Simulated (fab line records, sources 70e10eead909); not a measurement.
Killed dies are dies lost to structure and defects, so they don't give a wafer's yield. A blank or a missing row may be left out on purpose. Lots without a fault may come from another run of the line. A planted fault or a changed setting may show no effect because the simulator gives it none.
fab line records | flow nand_harc
record lots=13 wafers=39 last_day=26
route steps=1159 shown A_CONTACT@843 END@1159
lots that met no fault: from a run of the same line without faults
start_h: hours from the record's first day to the start of the lot's first wafer shown | wait_h: hours since the lot's step before | " the same as in the row above | L1.1+2: a row that stands for several wafers | - no value, or no start given | * or withheld: withheld | < > ~ a bound
route shown NAME@n: a module of which the file shows steps, and the number in the route of the first | usual: mean/standard deviation of fault-free wafers | same: alike in all rows | chamber/n: place in a boat | sites: the reading at each site | _std_site: their standard deviation | _edge_site: outer sites' mean less inner sites' | radius_mm: how far each site lies from the wafer's centre | mask NAME#n: copy n | behind: the tool/chamber that last shaped the wafer | hold: why the lot was held/for how many hours/how that ended | device: the transistor (n, p or np) that didn't switch | end of line: the same wafers' tests at the end of the route | a step without rows: its recipe alone | killed: dies lost to structure and defects at the first sort, not the wafer's yield | map: a wafer's dies, x killed, . not, _ none there
set.NAME: the setting as run; set.NAME@STEP: as run at that earlier step | model.NAME: the simulator's own value behind a step, which no gauge read
steps of the route over a sample of lots; a table a step, a row a wafer
services: from which hour (start_h, from the record's first day; less than 0 if before it) a tool's chamber was out of use, for how many hours, and why
## steps
# step NHARC_A_CONTACT_DEP_29
# recipe target_thk_a=700 target_thk_nm=70 temp_c=400 pressure_torr=3.5 flow_sccm=200 rf_w=350 material=SiON
# usual chamber_pressure_Torr=3.501/0.0087 heater_power_outer_w=418/64 heater_power_w=699/98
# columns lot.wafer tool chamber start_h wait_h chamber_pressure_Torr heater_power_outer_w heater_power_w
L309.2 pecvd-01 0 381.33 1.6 3.486 464 820
L309.5 " 2 " " 3.506 517 843
L309.6 " 0 " " 3.494 444 855
L313.2 pecvd-01 1 382.49 1.5 3.516 368 597
L313.4 " 1 " " 3.502 362 594
L313.6 " 2 " " 3.496 526 840
L314.2 pecvd-03 2 385.04 1.8 3.492 433 681
L314.1 " 1 " " 3.520 420 689
L314.4 " 0 " " 3.504 423 704
L316.3 pecvd-01 2 414.11 1.2 - - -
L316.6 " 0 " " - - -
L316.4 " 1 " " - - -
L317.3 pecvd-04 2 414.57 1.1 - - -
L317.1 " 0 " " - - -
L317.2 " 1 " " - - -
L323.1 pecvd-04 1 435.88 1.9 3.499 524 806
L323.6 " 0 " " 3.498 372 639
L323.5 " 1 " " 3.504 511 812
L325.3 pecvd-01 1 454.75 1.2 3.498 358 571
L325.5 " 2 " " 3.506 487 785
L325.4 " 1 " " 3.491 367 616
L324.3 pecvd-03 1 455.10 1.1 3.516 435 726
L324.2 " 2 " " 3.506 469 743
L324.5 " 2 " " 3.510 471 773
L322.3 pecvd-04 1 461.95 1.1 3.501 493 760
L322.4 " 1 " " 3.492 487 785
L322.5 " 0 " " 3.496 350 592
L327.1 pecvd-03 1 463.41 1.9 3.493 363 618
L327.6 " 1 " " 3.499 369 607
L327.5 " 0 " " 3.501 468 738
L328.3 pecvd-03 2 466.02 1.1 3.507 419 681
L328.1 " 0 " " 3.489 425 711
L328.5 " 2 " " 3.498 420 682
L329.3 pecvd-01 0 496.09 1.3 3.493 409 760
L329.5 " 1 " " 3.491 325 544
L329.4 " 0 " " 3.498 414 773
L332.3 pecvd-03 0 508.69 1.3 3.506 427 724
L332.2 " 1 " " 3.497 368 636
L332.6 " 1 " " 3.510 365 609
# step NHARC_A_CONTACT_CD_MEAS_42
# recipe target_cd_nm=200 landing_energy_ev=500
# usual cd_nm=200.2/0.62
# columns lot.wafer tool chamber start_h wait_h cd_nm
L309.2 cd_sem-01 0 382.00 - 200.8
L309.5 " 0 " " 201.7
L309.6 " 0 " " 200.5
L313.2 cd_sem-01 0 383.06 - 200.1
L313.4 " 0 " " 199.5
L313.6 " 0 " " 200.0
L314.1 cd_sem-02 0 385.63 - 200.3
L314.2 " 0 " " 199.9
L314.4 " 0 " " 200.4
L316.3 cd_sem-01 0 414.65 - 200.2
L316.4 " 0 " " 199.4
L316.6 " 0 " " 200.4
L317.1 cd_sem-01 0 415.29 - 199.3
L317.2 " 0 " " 199.5
L317.3 " 0 " " 199.6
L323.1 cd_sem-03 0 436.54 - 200.4
L323.5 " 0 " " 200.4
L323.6 " 0 " " 199.6
L325.3 cd_sem-03 0 455.42 - 201.0
L325.4 " 0 " " 201.0
L325.5 " 0 " " 200.7
L324.2 cd_sem-02 0 455.83 - 200.7
L324.3 " 0 " " 200.2
L324.5 " 0 " " 200.3
L322.3 cd_sem-02 0 462.68 - 202.0
L322.4 " 0 " " 201.3
L322.5 " 0 " " 200.9
L327.1 cd_sem-02 0 464.01 - 199.2
L327.5 " 0 " " 199.5
L327.6 " 0 " " 199.7
L328.1 cd_sem-01 0 466.63 - 200.9
L328.3 " 0 " " 200.5
L328.5 " 0 " " 200.2
L329.3 cd_sem-03 0 496.63 - 199.4
L329.4 " 0 " " 200.0
L329.5 " 0 " " 199.8
L332.2 cd_sem-02 0 509.42 - 199.1
L332.3 " 0 " " 200.3
L332.6 " 0 " " 200.5
# step NHARC_A_CONTACT_INSPECT_44
# usual raw_defect_count=31/14
# columns lot.wafer tool chamber start_h wait_h raw_defect_count
L309.2 defect_inspect-02 - 382.12 0.0 35
L309.5 " - " " 29
L309.6 " - " " 39
L313.2 defect_inspect-02 - 383.19 0.0 24
L313.4 " - " " 28
L313.6 " - " " 33
L314.1 defect_inspect-01 - 385.76 0.0 25
L314.2 " - " " 18
L314.4 " - " " 25
L316.3 defect_inspect-02 - 414.77 0.0 11
L316.4 " - " " 10
L316.6 " - " " 10
L317.1 defect_inspect-02 - 415.42 0.0 21
L317.2 " - " " 17
L317.3 " - " " 28
L323.1 defect_inspect-01 - 436.67 0.0 27
L323.5 " - " " 31
L323.6 " - " " 25
L325.3 defect_inspect-01 - 455.54 0.0 48
L325.4 " - " " 40
L325.5 " - " " 48
L324.2 defect_inspect-02 - 455.95 0.0 11
L324.3 " - " " 12
L324.5 " - " " 10
L322.3 defect_inspect-02 - 462.80 0.0 24
L322.4 " - " " 37
L322.5 " - " " 33
L327.1 defect_inspect-01 - 464.13 0.0 48
L327.5 " - " " 52
L327.6 " - " " 61
L328.1 defect_inspect-02 - 466.76 0.0 58
L328.3 " - " " 61
L328.5 " - " " 58
L329.3 defect_inspect-01 - 496.75 0.0 41
L329.4 " - " " 25
L329.5 " - " " 31
L332.2 defect_inspect-02 - 509.54 0.0 46
L332.3 " - " " 31
L332.6 " - " " 39
# step NHARC_A_CONTACT_ETCH_49
# recipe target_depth_a=2600 over_etch_frac=0.3 time_s=475.3 ion_energy_ev=200 n2_flow_sccm=150 h2_flow_sccm=150 ar_flow_sccm=0 rf_w=400 bias_w=150 chemistry=N2/H2
# usual drypump_motor_current_A=5.8/0.51 oes_product_au=1.000/0.012 rf_vpp_V=430.5/2.5 showerhead_plenum_p_Torr=2.04/0.086 throttle_valve_pct=14.170/0.0088
# columns lot.wafer tool chamber start_h wait_h drypump_motor_current_A oes_product_au rf_hours_counter_h rf_vpp_V showerhead_plenum_p_Torr throttle_valve_pct
L309.2 rie_diel-06 0 - - 4.9 1.004 28 427.6 1.94 14.169
L309.5 " 2 " " 5.8 0.997 - 433.1 2.16 14.174
L309.6 " 3 " " 6.4 1.009 - 427.3 1.96 14.171
L313.4 rie_diel-06 2 - - 5.7 0.990 31 434.4 2.16 14.187
L313.2 " 0 " " 4.9 1.021 29 428.3 1.94 14.186
L313.6 " 3 " " 6.4 1.006 - 428.7 1.96 14.176
L314.1 rie_diel-13 3 - - 5.0 1.010 41 432.7 2.12 14.174
L314.4 " 0 " " 6.1 0.980 38 426.6 1.88 14.164
L314.2 " 1 " " 6.5 0.988 37 429.9 2.04 14.166
L316.4 rie_diel-06 0 - - 4.9 1.017 33 428.2 1.94 14.167
L316.3 " 1 " " 6.0 1.004 33 432.6 2.08 14.178
L316.6 " 1 " " 6.0 1.009 - 432.8 2.07 14.167
L317.1 rie_diel-09 2 - - 5.7 1.000 51 432.6 2.06 14.178
L317.2 " 0 " " 5.7 1.001 41 433.6 2.13 14.174
L317.3 " 1 " " 5.8 0.987 61 432.4 2.09 14.177
L323.1 rie_diel-13 3 - - 5.0 1.003 60 430.9 2.11 14.173
L323.5 " 0 " " 6.1 0.983 - 427.1 1.88 14.169
L323.6 " 1 " " 6.4 0.992 - 430.0 2.04 14.170
L325.4 rie_diel-06 2 - - 5.8 0.996 8 433.3 2.15 14.185
L325.3 " 0 " " 4.9 1.007 2 427.7 1.94 14.160
L325.5 " 2 " " 5.8 1.000 - 434.8 2.15 14.176
L324.3 rie_diel-09 3 - - 4.7 0.987 9 431.4 2.05 14.160
L324.2 " 0 " " 5.7 0.987 8 432.7 2.12 14.167
L324.5 " 0 " " 5.7 0.988 - 432.8 2.12 14.165
L322.4 rie_diel-06 0 - - 5.0 0.995 3 427.7 1.94 14.167
L322.3 " 3 " " 6.3 1.019 9 429.7 1.95 14.181
L322.5 " 0 " " 4.9 0.990 - 427.4 1.94 14.166
L327.1 rie_diel-06 1 - - 6.0 1.004 9 431.8 2.07 14.174
L327.5 " 3 " " 6.3 1.031 - 427.7 1.95 14.183
L327.6 " 0 " " 4.9 1.007 - 429.5 1.94 14.179
L328.1 rie_diel-06 1 - - 6.0 1.011 10 430.4 2.07 14.178
L328.3 " 3 " " 6.3 1.023 10 428.5 1.95 14.168
L328.5 " 0 " " 5.0 1.011 - 427.3 1.94 14.165
L329.3 rie_diel-09 0 - - 5.7 0.999 21 432.5 2.12 14.166
L329.4 " 2 " " 5.8 0.988 21 430.8 2.06 14.181
L329.5 " 1 " " 5.8 0.993 - 431.9 2.08 14.168
L332.3 rie_diel-06 2 - - 5.8 0.996 19 433.8 2.15 14.172
L332.2 " 3 " " 6.4 1.013 19 428.4 1.95 14.161
L332.6 " 2 " " 5.8 0.991 - 433.1 2.15 14.172
# step NHARC_END_SORT_01
# recipe temp_c=25
# usual killed_at_array=28/9.1 killed_at_other=0.6/0.87 killed_at_periphery=3.4/2.7 killed_dies=32/9 killed_open=3.2/1.9 killed_short=2.0/1.3
# same gross_dies=677
# columns lot.wafer tool chamber start_h wait_h hold killed_at_array killed_at_other killed_at_periphery killed_dies killed_open killed_short
L313.2 prober-02 0 468.38 2.8 - 28 1 1 30 4 1
L313.4 prober-02 0 469.99 3.4 - 22 2 2 26 2 1
L313.6 prober-02 0 471.60 4.0 - 33 0 6 39 4 2
L314.1 prober-02 0 475.42 2.5 - 24 0 1 25 4 1
L314.2 prober-02 0 476.21 2.8 - 23 1 1 25 6 1
L314.4 prober-02 0 477.81 3.4 - 24 0 1 25 3 1
L316.3 prober-02 0 487.77 3.1 await_dispo/2.0h/scrap 666 1 10 677 4 1
L316.4 prober-02 0 488.56 3.4 await_dispo/2.0h/scrap 674 0 3 677 3 2
L316.6 prober-02 0 490.14 4.0 await_dispo/2.0h/scrap 675 0 2 677 4 2
L317.1 prober-02 0 493.99 2.6 await_dispo/6.8h/scrap 675 1 1 677 3 1
L317.2 prober-02 0 494.79 2.8 await_dispo/6.8h/scrap 672 1 4 677 4 1
L317.3 prober-02 0 495.59 3.1 await_dispo/6.8h/scrap 675 1 1 677 2 4
L323.1 prober-02 0 517.62 2.5 - 28 1 1 30 2 1
L323.5 prober-02 0 520.86 3.7 - 29 0 5 34 3 2
L323.6 prober-02 0 521.67 4.0 - 26 0 5 31 5 2
L325.3 prober-02 0 550.57 3.1 - 37 0 2 39 4 3
L325.4 prober-02 0 551.38 3.4 - 40 0 0 40 1 0
L325.5 prober-02 0 552.18 3.7 - 39 0 7 46 7 0
L327.1 prober-02 0 564.57 2.5 - 35 0 4 39 7 1
L327.5 prober-02 0 567.79 3.7 - 35 1 3 39 3 3
L327.6 prober-02 0 568.59 4.0 - 36 0 4 40 6 0
L322.3 prober-02 0 573.98 3.1 - 29 1 7 37 8 5
L322.4 prober-02 0 574.78 3.4 - 37 2 5 44 1 4
L322.5 prober-02 0 575.57 3.7 - 35 2 5 42 2 5
L328.1 prober-02 0 580.13 2.5 - 40 2 3 45 5 0
L328.3 prober-02 0 581.75 3.1 - 54 0 4 58 5 2
L328.5 prober-02 0 583.36 3.7 - 44 0 4 48 0 3
L329.3 prober-02 0 597.37 3.1 - 25 1 3 29 3 1
L329.4 prober-02 0 598.17 3.4 - 24 0 2 26 1 3
L329.5 prober-02 0 598.97 3.7 - 25 0 2 27 1 1
# killed by level:class
L313.2 A_SLIT:chamber_film_flake=11 A_CHANNEL_HOLE_D1:chamber_film_flake=5 A_CONTACT:geometric_particle:open=3 A_ZERO_WELL:chamber_film_flake=3 A_STAIRCASE:chamber_film_flake=2 A_CHANNEL_FILL_D1:geometric_particle:short=1 A_M1:geometric_particle:open=1 P_ZERO_WELL:chamber_film_flake=1
L313.4 A_SLIT:chamber_film_flake=11 A_WL_FILL:chamber_film_flake=3 A_CHANNEL_HOLE_D1:chamber_film_flake=2 A_STAIRCASE:chamber_film_flake=2 THIN_TSV:chamber_film_flake=2 P_M0:geometric_particle:open=1 A_CHANNEL_FILL_D1:geometric_particle:open=1 A_CONTACT:geometric_particle:short=1
L313.6 A_SLIT:chamber_film_flake=13 A_CHANNEL_HOLE_D1:chamber_film_flake=5 A_STAIRCASE:chamber_film_flake=5 P_M2:chamber_film_flake=3 A_CONTACT:geometric_particle:open=2 A_ZERO_WELL:chamber_film_flake=2 A_WL_FILL:chamber_film_flake=2 A_CONTACT:chamber_film_flake=2
L314.1 A_CHANNEL_HOLE_D1:chamber_film_flake=8 A_STAIRCASE:chamber_film_flake=6 A_ZERO_WELL:chamber_film_flake=3 A_CONTACT:chamber_film_flake=2 P_M2:geometric_particle:open=1 A_CHANNEL_FILL_D1:geometric_particle:open=1 A_CONTACT:geometric_particle:open=1 A_CONTACT:geometric_particle:short=1
L314.2 A_CONTACT:chamber_film_flake=7 A_STAIRCASE:chamber_film_flake=6 A_CHANNEL_HOLE_D1:chamber_film_flake=4 A_CONTACT:geometric_particle:open=3 P_STI:geometric_particle:short=1 A_ONON_D1:geometric_particle:open=1 A_CHANNEL_FILL_D1:geometric_particle:open=1 STARTING-WAFER:geometric_particle:open=1
L314.4 A_STAIRCASE:chamber_film_flake=6 A_ZERO_WELL:chamber_film_flake=5 A_CONTACT:chamber_film_flake=5 A_CHANNEL_HOLE_D1:chamber_film_flake=4 A_CONTACT:geometric_particle:open=2 A_ONON_D1:geometric_particle:short=1 A_STAIRCASE:geometric_particle:open=1 P_BONDPAD:chamber_film_flake=1
L316.3 A_CONTACT:area_dep=647 A_CONTACT:chamber_film_flake=8 P_M0:chamber_film_flake=7 A_STAIRCASE:chamber_film_flake=5 A_CHANNEL_HOLE_D1:chamber_film_flake=4 P_GATE:geometric_particle:open=1 P_CONTACT:geometric_particle:open=1 P_M2:geometric_particle:open=1
L316.4 A_CONTACT:area_dep=654 A_CONTACT:chamber_film_flake=9 A_CONTACT:geometric_particle:open=3 P_M0:chamber_film_flake=3 A_CHANNEL_HOLE_D1:chamber_film_flake=3 A_STAIRCASE:chamber_film_flake=3 A_ONON_D1:geometric_particle:short=1 A_M0:geometric_particle:short=1
L316.6 A_CONTACT:area_dep=652 A_CONTACT:chamber_film_flake=11 A_CHANNEL_HOLE_D1:chamber_film_flake=4 A_STAIRCASE:chamber_film_flake=3 A_CONTACT:geometric_particle:open=2 P_M0:geometric_particle:open=1 A_CHANNEL_FILL_D1:geometric_particle:short=1 A_M0:geometric_particle:open=1
L317.1 A_CONTACT:area_dep=649 A_BONDPAD:chamber_film_flake=7 A_SLIT:chamber_film_flake=5 A_CHANNEL_HOLE_D1:chamber_film_flake=3 A_CONTACT:chamber_film_flake=3 A_CHANNEL_HOLE_D1:geometric_particle:open=2 A_STAIRCASE:chamber_film_flake=2 A_WL_FILL:chamber_film_flake=2
L317.2 A_CONTACT:area_dep=647 A_SLIT:chamber_film_flake=7 A_CHANNEL_HOLE_D1:chamber_film_flake=5 A_BONDPAD:chamber_film_flake=4 A_CONTACT:chamber_film_flake=3 A_WL_FILL:chamber_film_flake=2 P_CONTACT:geometric_particle:open=1 P_M0:geometric_particle:open=1
L317.3 A_CONTACT:area_dep=642 A_SLIT:chamber_film_flake=14 A_CONTACT:chamber_film_flake=7 A_CHANNEL_HOLE_D1:chamber_film_flake=3 A_STAIRCASE:chamber_film_flake=3 A_BONDPAD:chamber_film_flake=2 P_CONTACT:geometric_particle:open=1 A_ONON_D1:geometric_particle:short=1
L323.1 A_SLIT:chamber_film_flake=14 A_CHANNEL_HOLE_D1:chamber_film_flake=6 A_CONTACT:chamber_film_flake=3 A_M1:geometric_particle:open=1 A_M0:geometric_particle:open=1 STARTING-WAFER:geometric_particle:short=1 P_GATE:chamber_film_flake=1 A_ZERO_WELL:chamber_film_flake=1
L323.5 A_SLIT:chamber_film_flake=16 A_CHANNEL_HOLE_D1:chamber_film_flake=6 P_GATE:chamber_film_flake=2 A_STAIRCASE:chamber_film_flake=2 P_CONTACT:geometric_particle:short=1 P_M1:geometric_particle:open=1 A_SOURCE_PLATE:geometric_particle:open=1 A_M0:geometric_particle:short=1
L323.6 A_SLIT:chamber_film_flake=12 A_CHANNEL_HOLE_D1:chamber_film_flake=4 A_CONTACT:chamber_film_flake=3 P_M0:geometric_particle:open=1 P_M1:geometric_particle:open=1 A_CHANNEL_FILL_D1:geometric_particle:short=1 A_SGD_CUT:geometric_particle:short=1 A_CONTACT:geometric_particle:open=1
L325.3 A_SLIT:chamber_film_flake=13 A_CONTACT:chamber_film_flake=8 A_CHANNEL_HOLE_D1:chamber_film_flake=7 A_STAIRCASE:chamber_film_flake=3 A_SGD_CUT:geometric_particle:open=2 P_M0:geometric_particle:open=1 P_M0:geometric_particle:short=1 A_ONON_D1:geometric_particle:short=1
L325.4 A_CONTACT:chamber_film_flake=11 A_SLIT:chamber_film_flake=11 A_CHANNEL_HOLE_D1:chamber_film_flake=10 A_M1:chamber_film_flake=3 A_STAIRCASE:chamber_film_flake=2 A_CHANNEL_HOLE_D1:geometric_particle:open=1 A_CHANNEL_FILL_D1:chamber_film_flake=1 A_WL_FILL:chamber_film_flake=1
L325.5 A_SLIT:chamber_film_flake=17 A_CHANNEL_HOLE_D1:chamber_film_flake=10 A_CONTACT:chamber_film_flake=5 P_ZERO_WELL:chamber_film_flake=4 A_CONTACT:geometric_particle:open=3 A_STAIRCASE:chamber_film_flake=3 P_STI:geometric_particle:open=1 P_M0:geometric_particle:open=1
L327.1 A_SLIT:chamber_film_flake=21 A_CHANNEL_HOLE_D1:chamber_film_flake=9 P_GATE:geometric_particle:open=1 P_M0:geometric_particle:open=1 P_M0:geometric_particle:short=1 P_M1:geometric_particle:open=1 A_ONON_D1:geometric_particle:open=1 A_CHANNEL_HOLE_D1:geometric_particle:open=1
L327.5 A_CHANNEL_HOLE_D1:chamber_film_flake=14 A_SLIT:chamber_film_flake=13 A_STAIRCASE:chamber_film_flake=2 P_M0:geometric_particle:short=1 P_M1:geometric_particle:short=1 A_ONON_D1:geometric_particle:open=1 A_CHANNEL_HOLE_D1:geometric_particle:open=1 A_CHANNEL_FILL_D1:geometric_particle:open=1
L327.6 A_SLIT:chamber_film_flake=18 A_CHANNEL_FILL_D1:chamber_film_flake=6 A_CHANNEL_HOLE_D1:chamber_film_flake=4 A_ZERO_WELL:chamber_film_flake=3 P_M0:geometric_particle:open=2 A_CONTACT:geometric_particle:open=2 P_GATE:geometric_particle:open=1 A_BLC:geometric_particle:open=1
L322.3 A_SLIT:chamber_film_flake=9 P_M0:chamber_film_flake=3 A_STAIRCASE:chamber_film_flake=3 A_CONTACT:chamber_film_flake=3 A_BONDPAD:chamber_film_flake=3 P_CONTACT:geometric_particle:open=2 A_BLC:geometric_particle:open=2 A_M0:geometric_particle:open=2
L322.4 A_SLIT:chamber_film_flake=14 A_CHANNEL_HOLE_D1:chamber_film_flake=8 A_BONDPAD:chamber_film_flake=5 P_M0:chamber_film_flake=4 A_STAIRCASE:chamber_film_flake=3 A_CONTACT:chamber_film_flake=2 THIN_TSV:chamber_film_flake=2 P_CONTACT:geometric_particle:short=1
L322.5 A_SLIT:chamber_film_flake=14 A_CHANNEL_HOLE_D1:chamber_film_flake=4 P_M0:chamber_film_flake=3 A_STAIRCASE:chamber_film_flake=3 A_BONDPAD:chamber_film_flake=3 A_WL_FILL:geometric_particle:short=2 A_WL_FILL:chamber_film_flake=2 A_CONTACT:chamber_film_flake=2
L328.1 A_CHANNEL_HOLE_D1:chamber_film_flake=12 A_SLIT:chamber_film_flake=11 A_STAIRCASE:chamber_film_flake=8 A_CONTACT:chamber_film_flake=6 STARTING-WAFER:geometric_particle:open=2 P_GATE:geometric_particle:open=1 A_CONTACT:geometric_particle:open=1 A_BLC:geometric_particle:open=1
L328.3 A_CHANNEL_HOLE_D1:chamber_film_flake=17 A_SLIT:chamber_film_flake=16 A_STAIRCASE:chamber_film_flake=6 A_CONTACT:chamber_film_flake=5 A_ONON_D1:geometric_particle:open=3 P_BONDPAD:chamber_film_flake=3 A_CHANNEL_FILL_D1:geometric_particle:short=2 A_WL_FILL:geometric_particle:open=1
L328.5 A_SLIT:chamber_film_flake=17 A_CHANNEL_HOLE_D1:chamber_film_flake=11 A_STAIRCASE:chamber_film_flake=7 A_CONTACT:chamber_film_flake=4 P_GATE:chamber_film_flake=2 A_CHANNEL_FILL_D1:chamber_film_flake=2 P_M0:geometric_particle:short=1 A_ONON_D1:geometric_particle:short=1
L329.3 A_CONTACT:chamber_film_flake=9 A_CHANNEL_HOLE_D1:chamber_film_flake=9 P_BONDPAD:chamber_film_flake=2 A_CHANNEL_FILL_D1:chamber_film_flake=2 A_ONON_D1:geometric_particle:short=1 A_WL_FILL:geometric_particle:open=1 A_CONTACT:geometric_particle:open=1 P_GATE:chamber_film_flake=1
L329.4 A_CHANNEL_HOLE_D1:chamber_film_flake=13 A_CONTACT:chamber_film_flake=5 A_STAIRCASE:chamber_film_flake=2 P_M0:geometric_particle:short=1 P_M1:geometric_particle:short=1 A_ONON_D1:geometric_particle:open=1 A_ONON_D1:geometric_particle:short=1 A_CHANNEL_FILL_D1:chamber_film_flake=1
L329.5 A_CHANNEL_HOLE_D1:chamber_film_flake=11 A_CONTACT:chamber_film_flake=7 A_CHANNEL_FILL_D1:chamber_film_flake=3 P_GATE:chamber_film_flake=2 A_CHANNEL_FILL_D1:geometric_particle:short=1 A_CONTACT:geometric_particle:open=1 A_STAIRCASE:chamber_film_flake=1 A_BLC:chamber_film_flake=1
## services
# columns tool chamber start_h hours kind
rie_diel-09 2 366.19 2.7 repair
rie_diel-06 0 372.83 - clean
rie_diel-06 1 372.83 - clean
rie_diel-06 2 372.83 - clean
rie_diel-06 3 372.83 - clean
pecvd-04 - 376.57 13.0 pm
rie_diel-06 0 397.33 - clean
rie_diel-06 1 397.33 - clean
rie_diel-06 2 397.33 - clean
rie_diel-06 3 397.33 - clean
pecvd-01 - 418.03 13.0 pm
rie_diel-06 - 418.23 9.0 pm
rie_diel-06 0 418.23 9.0 vent_cycle
rie_diel-06 1 418.23 9.0 vent_cycle
rie_diel-06 2 418.23 9.0 vent_cycle
rie_diel-06 3 418.23 11.9 vent_cycle
rie_diel-06 0 427.23 - clean
rie_diel-06 1 427.23 - clean
rie_diel-09 - 431.95 9.0 pm
rie_diel-06 0 432.23 13.8 repair
rie_diel-13 0 441.82 5.4 repair
rie_diel-13 - 453.17 9.0 pm
pecvd-03 - 473.12 13.0 pm
pecvd-01 - 507.27 0.5 repair
## key
first_sign step=NHARC_A_CONTACT_DEP_29 reading=tool_record direction=missing
effect step=NHARC_END_SORT_01 reading=killed_dies direction=up sigmas=72 usual=32 struck=677
more_kills_born_at NHARC_A_CONTACT_DEP_29@pecvd-01=1953 NHARC_A_CONTACT_DEP_29@pecvd-04=1938
met_at NHARC_A_CONTACT_DEP_29
struck_lots L316,L317
later_rows_left_out L316.3,L316.4,L316.6,L317.1,L317.2,L317.3
tester_left_out L316,L317
not_acting_at NHARC_A_CONTACT_CD_MEAS_42,NHARC_A_CONTACT_INSPECT_44,NHARC_A_CONTACT_ETCH_49
onset_between 382.49 414.11
fault kind=skipped_step_whole tool=pecvd-01,pecvd-04 chamber=- onset_h=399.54 steps=NHARC_A_CONTACT_DEP_29 scope=struck_lots_only
# tester_left_out: of these lots the tester's yield and bins aren't shown, on N5 and GAA mostly nor the transistor test; their killed dies are dies lost to structure and defects alone, not to doping, threshold or leakage, so they don't give the yield
# later_rows_left_out: the simulator's readings of these wafers behind a module that went badly wrong aren't trusted and aren't shown, but for the sort
